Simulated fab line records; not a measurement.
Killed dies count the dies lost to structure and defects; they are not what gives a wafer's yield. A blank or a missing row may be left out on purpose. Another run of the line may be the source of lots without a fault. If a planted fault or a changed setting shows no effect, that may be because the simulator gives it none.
fab line records :: flow nand_harc
record:
  lots: 12
  wafers: 36
  last_day: 25
route steps=1159 shown A_M1@1050 A_BONDPAD@1060
lots that met no fault: from a run of the same line without faults
start_h: hours from the record's opening day to when the first of the lot's shown wafers began :: wait_h: hours since the lot's step before :: " identical to the entry in the row above :: L1.1+2: one row covering several wafers at once :: - value missing, or start not given :: * or withheld: withheld :: < > ~ a bound
route shown NAME@n: names a module that has steps shown in the file, with the first one's number in the route :: usual: mean and standard deviation over wafers with no fault :: same: alike in all rows :: chamber/n: place in a boat :: sites: the reading at each site :: _std_site: their standard deviation :: _edge_site: mean of outer sites minus mean of inner sites :: radius_mm: for every site, how far away it sits from the centre of the wafer :: mask NAME#n: copy n :: behind: the tool/chamber that last shaped the wafer :: hold: reason for holding the lot/hours on hold/outcome of the hold :: device: the n, p or np transistor that did not switch :: end of line: tests of these same wafers at the route's end :: a step without rows: its recipe alone :: killed: not the wafer's yield, but the dies lost to structure and defects at the first sort :: map: per-die view of a wafer (x killed, . not killed, _ where there is no die)
set.NAME: the setting as run; set.NAME@STEP: as run at that earlier step :: model.NAME: the simulator's own value behind a step, which no gauge read
a sample of lots followed through the steps of the route, with each step as a table and each wafer as a row
services: when a tool's chamber went out of use (start_h, in hours from the record's first day, below 0 if earlier), for how many hours, and the reason
== steps ==
step: NHARC_A_M1_ECD_22
recipe:
  target_thk_a: 4000
  bath_temp_c: 25
  material: Cu
lot.wafer: L659.3+4+6
tool: ecd_cu-01
chamber: 1,0,1
start_h: 406.09
wait_h: -

lot.wafer: L657.2+4+6
tool: ecd_cu-01
chamber: 1,1,0
start_h: 408.45
wait_h: -

lot.wafer: L660.3+4+5
tool: ecd_cu-02
chamber: 1,0,0
start_h: 411.96
wait_h: -

lot.wafer: L661.2+3+5
tool: ecd_cu-02
chamber: 0,1,1
start_h: 427.16
wait_h: -

lot.wafer: L662.2+1+3
tool: ecd_cu-02
chamber: 0,1,1
start_h: 430.30
wait_h: -

lot.wafer: L663.1+4+6
tool: ecd_cu-02
chamber: 0,1,0
start_h: 438.79
wait_h: -

lot.wafer: L664.2+3+6
tool: ecd_cu-01
chamber: 0,1,1
start_h: 447.66
wait_h: -

lot.wafer: L665.2+4+5
tool: ecd_cu-02
chamber: 0,1,0
start_h: 453.54
wait_h: -

lot.wafer: L671.1+4+5
tool: ecd_cu-02
chamber: 1,0,0
start_h: 500.97
wait_h: -

lot.wafer: L676.4+5+6
tool: ecd_cu-01
chamber: 1,1,0
start_h: 534.07
wait_h: -

lot.wafer: L679.3+4+6
tool: ecd_cu-01
chamber: 1,0,1
start_h: 535.46
wait_h: -

lot.wafer: L678.4+3+5
tool: ecd_cu-01
chamber: 0,1,0
start_h: 547.26
wait_h: -
step: NHARC_A_M1_ANNEAL_31
recipe:
  temp_c: 225
  time_s: 90
usual:
  wafer_temp_C_max: 225.9/0.53
lot.wafer: L659.3
tool: rtp_anneal-01
chamber: 0
start_h: 406.49
wait_h: -
wafer_temp_C_max: 226.3

lot.wafer: L659.4
tool: rtp_anneal-01
chamber: 0
start_h: 406.49
wait_h: -
wafer_temp_C_max: 226.3

lot.wafer: L659.6
tool: rtp_anneal-01
chamber: 0
start_h: 406.49
wait_h: -
wafer_temp_C_max: 227.3

lot.wafer: L657.2
tool: rtp_anneal-02
chamber: 0
start_h: 408.83
wait_h: -
wafer_temp_C_max: 225.5

lot.wafer: L657.4
tool: rtp_anneal-02
chamber: 0
start_h: 408.83
wait_h: -
wafer_temp_C_max: 225.8

lot.wafer: L657.6
tool: rtp_anneal-02
chamber: 0
start_h: 408.83
wait_h: -
wafer_temp_C_max: 225.1

lot.wafer: L660.3
tool: rtp_anneal-02
chamber: 0
start_h: 412.34
wait_h: -
wafer_temp_C_max: 225.6

lot.wafer: L660.4
tool: rtp_anneal-02
chamber: 0
start_h: 412.34
wait_h: -
wafer_temp_C_max: 225.7

lot.wafer: L660.5
tool: rtp_anneal-02
chamber: 0
start_h: 412.34
wait_h: -
wafer_temp_C_max: 225.3

lot.wafer: L661.2
tool: rtp_anneal-02
chamber: 0
start_h: 427.58
wait_h: 0.4
wafer_temp_C_max: 225.4

lot.wafer: L661.3
tool: rtp_anneal-02
chamber: 0
start_h: 427.58
wait_h: 0.4
wafer_temp_C_max: 225.8

lot.wafer: L661.5
tool: rtp_anneal-02
chamber: 0
start_h: 427.58
wait_h: 0.4
wafer_temp_C_max: 225.6

lot.wafer: L662.1
tool: rtp_anneal-02
chamber: 0
start_h: 430.68
wait_h: -
wafer_temp_C_max: 225.5

lot.wafer: L662.2
tool: rtp_anneal-02
chamber: 0
start_h: 430.68
wait_h: -
wafer_temp_C_max: 225.5

lot.wafer: L662.3
tool: rtp_anneal-02
chamber: 0
start_h: 430.68
wait_h: -
wafer_temp_C_max: 225.5

lot.wafer: L663.1
tool: rtp_anneal-02
chamber: 0
start_h: 439.16
wait_h: -
wafer_temp_C_max: 225.2

lot.wafer: L663.4
tool: rtp_anneal-02
chamber: 0
start_h: 439.16
wait_h: -
wafer_temp_C_max: 225.6

lot.wafer: L663.6
tool: rtp_anneal-02
chamber: 0
start_h: 439.16
wait_h: -
wafer_temp_C_max: 225.7

lot.wafer: L664.2
tool: rtp_anneal-02
chamber: 0
start_h: 448.04
wait_h: 0.3
wafer_temp_C_max: 225.2

lot.wafer: L664.3
tool: rtp_anneal-02
chamber: 0
start_h: 448.04
wait_h: 0.3
wafer_temp_C_max: 225.4

lot.wafer: L664.6
tool: rtp_anneal-02
chamber: 0
start_h: 448.04
wait_h: 0.3
wafer_temp_C_max: 225.5

lot.wafer: L665.2
tool: rtp_anneal-01
chamber: 0
start_h: 454.00
wait_h: -
wafer_temp_C_max: 226.8

lot.wafer: L665.4
tool: rtp_anneal-01
chamber: 0
start_h: 454.00
wait_h: -
wafer_temp_C_max: 226.8

lot.wafer: L665.5
tool: rtp_anneal-01
chamber: 0
start_h: 454.00
wait_h: -
wafer_temp_C_max: 226.5

lot.wafer: L671.1
tool: rtp_anneal-02
chamber: 0
start_h: 501.34
wait_h: -
wafer_temp_C_max: 225.4

lot.wafer: L671.4
tool: rtp_anneal-02
chamber: 0
start_h: 501.34
wait_h: -
wafer_temp_C_max: 225.5

lot.wafer: L671.5
tool: rtp_anneal-02
chamber: 0
start_h: 501.34
wait_h: -
wafer_temp_C_max: 225.6

lot.wafer: L676.4
tool: rtp_anneal-02
chamber: 0
start_h: 534.50
wait_h: -
wafer_temp_C_max: 225.5

lot.wafer: L676.5
tool: rtp_anneal-02
chamber: 0
start_h: 534.50
wait_h: -
wafer_temp_C_max: 225.4

lot.wafer: L676.6
tool: rtp_anneal-02
chamber: 0
start_h: 534.50
wait_h: -
wafer_temp_C_max: 225.5

lot.wafer: L679.3
tool: rtp_anneal-02
chamber: 0
start_h: 535.84
wait_h: 0.3
wafer_temp_C_max: 225.4

lot.wafer: L679.4
tool: rtp_anneal-02
chamber: 0
start_h: 535.84
wait_h: 0.3
wafer_temp_C_max: 225.5

lot.wafer: L679.6
tool: rtp_anneal-02
chamber: 0
start_h: 535.84
wait_h: 0.3
wafer_temp_C_max: 225.3

lot.wafer: L678.3
tool: rtp_anneal-01
chamber: 0
start_h: 547.64
wait_h: 0.3
wafer_temp_C_max: 226.4

lot.wafer: L678.4
tool: rtp_anneal-01
chamber: 0
start_h: 547.64
wait_h: 0.3
wafer_temp_C_max: 227.0

lot.wafer: L678.5
tool: rtp_anneal-01
chamber: 0
start_h: 547.64
wait_h: 0.3
wafer_temp_C_max: 226.7
step: NHARC_A_M1_CMP_23
recipe:
  t_overpolish_s: 20
  target_thk_nm: 154.34
usual:
  motor_current_A: 12.2/1.3
  time_to_endpoint_s: 29.6/2
lot.wafer: L659.4
tool: cmp-01
chamber: 3
start_h: 406.76
wait_h: -
motor_current_A: 10.8
time_to_endpoint_s: 28.9

lot.wafer: L659.3
tool: cmp-01
chamber: 1
start_h: 406.76
wait_h: -
motor_current_A: 12.0
time_to_endpoint_s: 29.2

lot.wafer: L659.6
tool: cmp-01
chamber: 3
start_h: 406.76
wait_h: -
motor_current_A: 11.3
time_to_endpoint_s: 27.1

lot.wafer: L657.4
tool: cmp-04
chamber: 1
start_h: 409.15
wait_h: -
motor_current_A: 13.8
time_to_endpoint_s: 28.1

lot.wafer: L657.2
tool: cmp-04
chamber: 3
start_h: 409.15
wait_h: -
motor_current_A: 10.7
time_to_endpoint_s: 29.6

lot.wafer: L657.6
tool: cmp-04
chamber: 0
start_h: 409.15
wait_h: -
motor_current_A: 12.2
time_to_endpoint_s: 31.7

lot.wafer: L660.4
tool: cmp-02
chamber: 0
start_h: 412.65
wait_h: -
motor_current_A: 14.3
time_to_endpoint_s: 29.1

lot.wafer: L660.3
tool: cmp-02
chamber: 1
start_h: 412.65
wait_h: -
motor_current_A: 13.3
time_to_endpoint_s: 27.6

lot.wafer: L660.5
tool: cmp-02
chamber: 3
start_h: 412.65
wait_h: -
motor_current_A: 11.2
time_to_endpoint_s: 31.2

lot.wafer: L661.2
tool: cmp-04
chamber: 3
start_h: 427.87
wait_h: -
motor_current_A: 10.2
time_to_endpoint_s: 30.2

lot.wafer: L661.3
tool: cmp-04
chamber: 2
start_h: 427.87
wait_h: -
motor_current_A: 11.1
time_to_endpoint_s: 32.1

lot.wafer: L661.5
tool: cmp-04
chamber: 3
start_h: 427.87
wait_h: -
motor_current_A: 9.8
time_to_endpoint_s: 33.4

lot.wafer: L662.2
tool: cmp-02
chamber: 2
start_h: 431.03
wait_h: -
motor_current_A: 12.8
time_to_endpoint_s: 30.0

lot.wafer: L662.1
tool: cmp-02
chamber: 0
start_h: 431.03
wait_h: -
motor_current_A: 14.4
time_to_endpoint_s: 29.1

lot.wafer: L662.3
tool: cmp-02
chamber: 1
start_h: 431.03
wait_h: -
motor_current_A: 13.0
time_to_endpoint_s: 26.8

lot.wafer: L663.1
tool: cmp-04
chamber: 3
start_h: 439.53
wait_h: -
motor_current_A: 10.2
time_to_endpoint_s: 32.9

lot.wafer: L663.4
tool: cmp-04
chamber: 1
start_h: 439.53
wait_h: -
motor_current_A: 14.3
time_to_endpoint_s: 28.8

lot.wafer: L663.6
tool: cmp-04
chamber: 2
start_h: 439.53
wait_h: -
motor_current_A: 11.2
time_to_endpoint_s: 31.6

lot.wafer: L664.2
tool: cmp-04
chamber: 1
start_h: 448.39
wait_h: -
motor_current_A: 13.2
time_to_endpoint_s: 31.3

lot.wafer: L664.3
tool: cmp-04
chamber: 2
start_h: 448.39
wait_h: -
motor_current_A: 12.1
time_to_endpoint_s: 31.7

lot.wafer: L664.6
tool: cmp-04
chamber: 3
start_h: 448.39
wait_h: -
motor_current_A: 10.3
time_to_endpoint_s: 31.6

lot.wafer: L665.4
tool: cmp-02
chamber: 2
start_h: 454.32
wait_h: -
motor_current_A: 13.3
time_to_endpoint_s: 29.8

lot.wafer: L665.2
tool: cmp-02
chamber: 3
start_h: 454.32
wait_h: -
motor_current_A: 11.0
time_to_endpoint_s: 30.9

lot.wafer: L665.5
tool: cmp-02
chamber: 2
start_h: 454.32
wait_h: -
motor_current_A: 12.0
time_to_endpoint_s: 30.7

lot.wafer: L671.4
tool: cmp-02
chamber: 2
start_h: 501.69
wait_h: -
motor_current_A: 12.3
time_to_endpoint_s: 13.9

lot.wafer: L671.1
tool: cmp-02
chamber: 0
start_h: 501.69
wait_h: -
motor_current_A: 13.9
time_to_endpoint_s: 27.8

lot.wafer: L671.5
tool: cmp-02
chamber: 2
start_h: 501.69
wait_h: -
motor_current_A: 13.0
time_to_endpoint_s: 13.2

lot.wafer: L676.4
tool: cmp-02
chamber: 3
start_h: 534.69
wait_h: -
motor_current_A: 11.3
time_to_endpoint_s: 30.5

lot.wafer: L676.6
tool: cmp-02
chamber: 3
start_h: 534.69
wait_h: -
motor_current_A: 11.6
time_to_endpoint_s: 31.6

lot.wafer: L676.5
tool: cmp-02
chamber: 0
start_h: 534.69
wait_h: -
motor_current_A: 13.0
time_to_endpoint_s: 29.2

lot.wafer: L679.3
tool: cmp-04
chamber: 3
start_h: 536.11
wait_h: -
motor_current_A: 11.3
time_to_endpoint_s: 30.5

lot.wafer: L679.4
tool: cmp-04
chamber: 0
start_h: 536.11
wait_h: -
motor_current_A: 12.6
time_to_endpoint_s: 28.6

lot.wafer: L679.6
tool: cmp-04
chamber: 3
start_h: 536.11
wait_h: -
motor_current_A: 10.8
time_to_endpoint_s: 31.0

lot.wafer: L678.3
tool: cmp-01
chamber: 0
start_h: 547.94
wait_h: -
motor_current_A: 15.0
time_to_endpoint_s: 33.3

lot.wafer: L678.4
tool: cmp-01
chamber: 1
start_h: 547.94
wait_h: -
motor_current_A: 11.8
time_to_endpoint_s: 31.5

lot.wafer: L678.5
tool: cmp-01
chamber: 3
start_h: 547.94
wait_h: -
motor_current_A: 11.6
time_to_endpoint_s: 30.2
step: NHARC_A_M1_DEP_33
recipe:
  target_thk_a: 300
  temp_c: 370
  target_thk_nm: 30
  pressure_torr: 3
  flow_sccm: 200
  rf_w: 450
  material: SiCN
usual:
  heater_power_w: 620/120
lot.wafer: L659.3
tool: pecvd-02
chamber: 2
start_h: 407.35
wait_h: 0.1
heater_power_w: 740
since_wet_clean_h: 60

lot.wafer: L659.4
tool: pecvd-02
chamber: 2
start_h: 407.35
wait_h: 0.1
heater_power_w: 782
since_wet_clean_h: -

lot.wafer: L659.6
tool: pecvd-02
chamber: 1
start_h: 407.35
wait_h: 0.1
heater_power_w: 519
since_wet_clean_h: -

lot.wafer: L657.2
tool: pecvd-04
chamber: 2
start_h: 409.83
wait_h: 0.1
heater_power_w: 514
since_wet_clean_h: 21

lot.wafer: L657.6
tool: pecvd-04
chamber: 0
start_h: 409.83
wait_h: 0.1
heater_power_w: 541
since_wet_clean_h: -

lot.wafer: L657.4
tool: pecvd-04
chamber: 1
start_h: 409.83
wait_h: 0.1
heater_power_w: 756
since_wet_clean_h: -

lot.wafer: L660.3
tool: pecvd-04
chamber: 1
start_h: 413.27
wait_h: 0.1
heater_power_w: 730
since_wet_clean_h: 24

lot.wafer: L660.4
tool: pecvd-04
chamber: 0
start_h: 413.27
wait_h: 0.1
heater_power_w: 510
since_wet_clean_h: -

lot.wafer: L660.5
tool: pecvd-04
chamber: 1
start_h: 413.27
wait_h: 0.1
heater_power_w: 741
since_wet_clean_h: -

lot.wafer: L661.3
tool: pecvd-04
chamber: 1
start_h: 428.50
wait_h: 0.1
heater_power_w: 728
since_wet_clean_h: 39

lot.wafer: L661.2
tool: pecvd-04
chamber: 0
start_h: 428.50
wait_h: 0.1
heater_power_w: 448
since_wet_clean_h: 40

lot.wafer: L661.5
tool: pecvd-04
chamber: 0
start_h: 428.50
wait_h: 0.1
heater_power_w: 460
since_wet_clean_h: -

lot.wafer: L662.1
tool: pecvd-04
chamber: 1
start_h: 431.64
wait_h: 0.1
heater_power_w: 642
since_wet_clean_h: 43

lot.wafer: L662.2
tool: pecvd-04
chamber: 2
start_h: 431.64
wait_h: 0.1
heater_power_w: 483
since_wet_clean_h: 43

lot.wafer: L662.3
tool: pecvd-04
chamber: 0
start_h: 431.64
wait_h: 0.1
heater_power_w: 537
since_wet_clean_h: 43

lot.wafer: L663.1
tool: pecvd-02
chamber: 0
start_h: 440.19
wait_h: 0.1
heater_power_w: 621
since_wet_clean_h: 93

lot.wafer: L663.4
tool: pecvd-02
chamber: 0
start_h: 440.19
wait_h: 0.1
heater_power_w: 497
since_wet_clean_h: -

lot.wafer: L663.6
tool: pecvd-02
chamber: 1
start_h: 440.19
wait_h: 0.1
heater_power_w: 613
since_wet_clean_h: -

lot.wafer: L664.3
tool: pecvd-01
chamber: 0
start_h: 449.46
wait_h: 0.1
heater_power_w: 759
since_wet_clean_h: 18

lot.wafer: L664.2
tool: pecvd-01
chamber: 1
start_h: 449.46
wait_h: 0.1
heater_power_w: 704
since_wet_clean_h: 18

lot.wafer: L664.6
tool: pecvd-01
chamber: 0
start_h: 449.46
wait_h: 0.1
heater_power_w: 769
since_wet_clean_h: -

lot.wafer: L665.2
tool: pecvd-02
chamber: 1
start_h: 454.98
wait_h: 0.1
heater_power_w: 583
since_wet_clean_h: 108

lot.wafer: L665.4
tool: pecvd-02
chamber: 0
start_h: 454.98
wait_h: 0.1
heater_power_w: 610
since_wet_clean_h: -

lot.wafer: L665.5
tool: pecvd-02
chamber: 1
start_h: 454.98
wait_h: 0.1
heater_power_w: 600
since_wet_clean_h: -

lot.wafer: L671.1
tool: pecvd-02
chamber: 1
start_h: 502.36
wait_h: 0.1
heater_power_w: 564
since_wet_clean_h: 155

lot.wafer: L671.4
tool: pecvd-02
chamber: 0
start_h: 502.36
wait_h: 0.1
heater_power_w: 568
since_wet_clean_h: -

lot.wafer: L671.5
tool: pecvd-02
chamber: 2
start_h: 502.36
wait_h: 0.1
heater_power_w: 776
since_wet_clean_h: -

lot.wafer: L676.5
tool: pecvd-01
chamber: 0
start_h: 535.44
wait_h: 0.2
heater_power_w: 813
since_wet_clean_h: -

lot.wafer: L676.6
tool: pecvd-01
chamber: 1
start_h: 535.44
wait_h: 0.2
heater_power_w: 596
since_wet_clean_h: -

lot.wafer: L676.4
tool: pecvd-01
chamber: 2
start_h: 535.44
wait_h: 0.2
heater_power_w: 435
since_wet_clean_h: -

lot.wafer: L679.3
tool: pecvd-02
chamber: 0
start_h: 536.70
wait_h: 0.1
heater_power_w: 600
since_wet_clean_h: 8

lot.wafer: L679.6
tool: pecvd-02
chamber: 0
start_h: 536.70
wait_h: 0.1
heater_power_w: 595
since_wet_clean_h: -

lot.wafer: L679.4
tool: pecvd-02
chamber: 2
start_h: 536.70
wait_h: 0.1
heater_power_w: 857
since_wet_clean_h: -

lot.wafer: L678.3
tool: pecvd-02
chamber: 1
start_h: 548.51
wait_h: 0.1
heater_power_w: 488
since_wet_clean_h: 20

lot.wafer: L678.5
tool: pecvd-02
chamber: 1
start_h: 548.51
wait_h: 0.1
heater_power_w: 488
since_wet_clean_h: -

lot.wafer: L678.4
tool: pecvd-02
chamber: 0
start_h: 548.51
wait_h: 0.1
heater_power_w: 601
since_wet_clean_h: -
step: NHARC_A_BONDPAD_CMP_29
recipe:
  target_thk_nm: 200
  material: SiCN
usual:
  motor_current_A: 12.1/1.3
lot.wafer: L659.3
tool: cmp-03
chamber: 1
start_h: 408.36
wait_h: -
motor_current_A: 11.3

lot.wafer: L659.4
tool: cmp-03
chamber: 2
start_h: 408.36
wait_h: -
motor_current_A: 13.6

lot.wafer: L659.6
tool: cmp-03
chamber: 0
start_h: 408.36
wait_h: -
motor_current_A: 10.5

lot.wafer: L657.4
tool: cmp-04
chamber: 0
start_h: 410.74
wait_h: -
motor_current_A: 12.3

lot.wafer: L657.2
tool: cmp-04
chamber: 1
start_h: 410.74
wait_h: -
motor_current_A: 13.5

lot.wafer: L657.6
tool: cmp-04
chamber: 0
start_h: 410.74
wait_h: -
motor_current_A: 12.4

lot.wafer: L660.4
tool: cmp-01
chamber: 3
start_h: 414.21
wait_h: -
motor_current_A: 11.4

lot.wafer: L660.3
tool: cmp-01
chamber: 1
start_h: 414.21
wait_h: -
motor_current_A: 12.9

lot.wafer: L660.5
tool: cmp-01
chamber: 2
start_h: 414.21
wait_h: -
motor_current_A: 13.1

lot.wafer: L661.2
tool: cmp-04
chamber: 2
start_h: 429.48
wait_h: -
motor_current_A: 12.1

lot.wafer: L661.3
tool: cmp-04
chamber: 3
start_h: 429.48
wait_h: -
motor_current_A: 10.9

lot.wafer: L661.5
tool: cmp-04
chamber: 1
start_h: 429.48
wait_h: -
motor_current_A: 13.1

lot.wafer: L662.3
tool: cmp-04
chamber: 3
start_h: 432.63
wait_h: -
motor_current_A: 10.0

lot.wafer: L662.1
tool: cmp-04
chamber: 0
start_h: 432.63
wait_h: -
motor_current_A: 11.9

lot.wafer: L662.2
tool: cmp-04
chamber: 1
start_h: 432.63
wait_h: -
motor_current_A: 14.3

lot.wafer: L663.1
tool: cmp-04
chamber: 3
start_h: 441.17
wait_h: -
motor_current_A: 10.0

lot.wafer: L663.4
tool: cmp-04
chamber: 1
start_h: 441.17
wait_h: -
motor_current_A: 14.1

lot.wafer: L663.6
tool: cmp-04
chamber: 2
start_h: 441.17
wait_h: -
motor_current_A: 12.2

lot.wafer: L664.3
tool: cmp-04
chamber: 2
start_h: 450.42
wait_h: -
motor_current_A: 11.1

lot.wafer: L664.2
tool: cmp-04
chamber: 1
start_h: 450.42
wait_h: -
motor_current_A: 14.2

lot.wafer: L664.6
tool: cmp-04
chamber: 2
start_h: 450.42
wait_h: -
motor_current_A: 11.0

lot.wafer: L665.2
tool: cmp-03
chamber: 2
start_h: 455.92
wait_h: -
motor_current_A: 13.8

lot.wafer: L665.4
tool: cmp-03
chamber: 3
start_h: 455.92
wait_h: -
motor_current_A: 13.2

lot.wafer: L665.5
tool: cmp-03
chamber: 1
start_h: 455.92
wait_h: -
motor_current_A: 11.1

lot.wafer: L671.4
tool: cmp-04
chamber: 3
start_h: 503.27
wait_h: -
motor_current_A: 10.7

lot.wafer: L671.1
tool: cmp-04
chamber: 2
start_h: 503.27
wait_h: -
motor_current_A: 11.6

lot.wafer: L671.5
tool: cmp-04
chamber: 3
start_h: 503.27
wait_h: -
motor_current_A: 10.5

lot.wafer: L676.4
tool: cmp-03
chamber: 0
start_h: 536.30
wait_h: -
motor_current_A: 10.7

lot.wafer: L676.6
tool: cmp-03
chamber: 3
start_h: 536.30
wait_h: -
motor_current_A: 13.5

lot.wafer: L676.5
tool: cmp-03
chamber: 0
start_h: 536.30
wait_h: -
motor_current_A: 10.3

lot.wafer: L679.4
tool: cmp-03
chamber: 1
start_h: 537.71
wait_h: -
motor_current_A: 11.5

lot.wafer: L679.3
tool: cmp-03
chamber: 3
start_h: 537.71
wait_h: -
motor_current_A: 14.1

lot.wafer: L679.6
tool: cmp-03
chamber: 0
start_h: 537.71
wait_h: -
motor_current_A: 10.6

lot.wafer: L678.4
tool: cmp-01
chamber: 0
start_h: 549.49
wait_h: -
motor_current_A: 14.1

lot.wafer: L678.3
tool: cmp-01
chamber: 1
start_h: 549.49
wait_h: -
motor_current_A: 11.1

lot.wafer: L678.5
tool: cmp-01
chamber: 0
start_h: 549.49
wait_h: -
motor_current_A: 15.1
== services ==
tool: pecvd-01
chamber: -
start_h: 398.89
hours: 0.3
kind: repair

tool: cmp-04
chamber: -
start_h: 399.16
hours: 4.0
kind: pm

tool: cmp-04
chamber: -
start_h: 405.70
hours: 1.8
kind: repair

tool: pecvd-01
chamber: -
start_h: 418.85
hours: 13.0
kind: pm

tool: pecvd-04
chamber: -
start_h: 421.00
hours: 1.4
kind: repair

tool: cmp-02
chamber: -
start_h: 422.51
hours: 4.0
kind: pm

tool: pecvd-04
chamber: -
start_h: 448.93
hours: 0.4
kind: repair

tool: ecd_cu-01
chamber: -
start_h: 449.65
hours: 8.0
kind: pm

tool: cmp-03
chamber: -
start_h: 450.22
hours: 4.0
kind: pm

tool: cmp-02
chamber: -
start_h: 468.89
hours: 2.2
kind: repair

tool: pecvd-02
chamber: 0
start_h: 471.69
hours: 7.4
kind: repair

tool: cmp-01
chamber: -
start_h: 473.50
hours: 4.0
kind: pm

tool: cmp-02
chamber: -
start_h: 481.27
hours: 1.8
kind: repair

tool: pecvd-02
chamber: -
start_h: 482.18
hours: 2.3
kind: repair

tool: cmp-03
chamber: -
start_h: 489.20
hours: 1.0
kind: repair

tool: cmp-04
chamber: -
start_h: 497.16
hours: 4.0
kind: pm

tool: pecvd-01
chamber: -
start_h: 503.18
hours: 1.4
kind: repair

tool: pecvd-02
chamber: -
start_h: 515.28
hours: 13.0
kind: pm

tool: cmp-02
chamber: -
start_h: 520.51
hours: 4.0
kind: pm

tool: pecvd-04
chamber: 1
start_h: 523.87
hours: 9.4
kind: repair

tool: cmp-01
chamber: -
start_h: 527.56
hours: 10.9
kind: repair

tool: ecd_cu-02
chamber: -
start_h: 532.00
hours: 8.0
kind: pm

tool: cmp-02
chamber: -
start_h: 546.48
hours: 0.8
kind: repair

tool: cmp-03
chamber: -
start_h: 548.22
hours: 4.0
kind: pm
== key ==
first_sign:
  step: NHARC_A_M1_CMP_23
  reading: time_to_endpoint_s
  direction: down
  sigmas: 7.9
  usual: *
  struck: *
effect none on later readings
met_at NHARC_A_M1_ECD_22
struck_lots L671
struck_wafers L671.4,L671.5
not_acting_at NHARC_A_M1_ANNEAL_31,NHARC_A_M1_DEP_33,NHARC_A_BONDPAD_CMP_29
onset_between 453.54 500.97
fault:
  kind: process_parameter_drift
  tool: ecd_cu-02
  chamber: 0
  onset_h: 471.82
  steps: NHARC_A_M1_ECD_22
  channel: target_thk_a
  offset: *
  shape: step
  end_h: 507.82
  acts_in: *
  stated: *
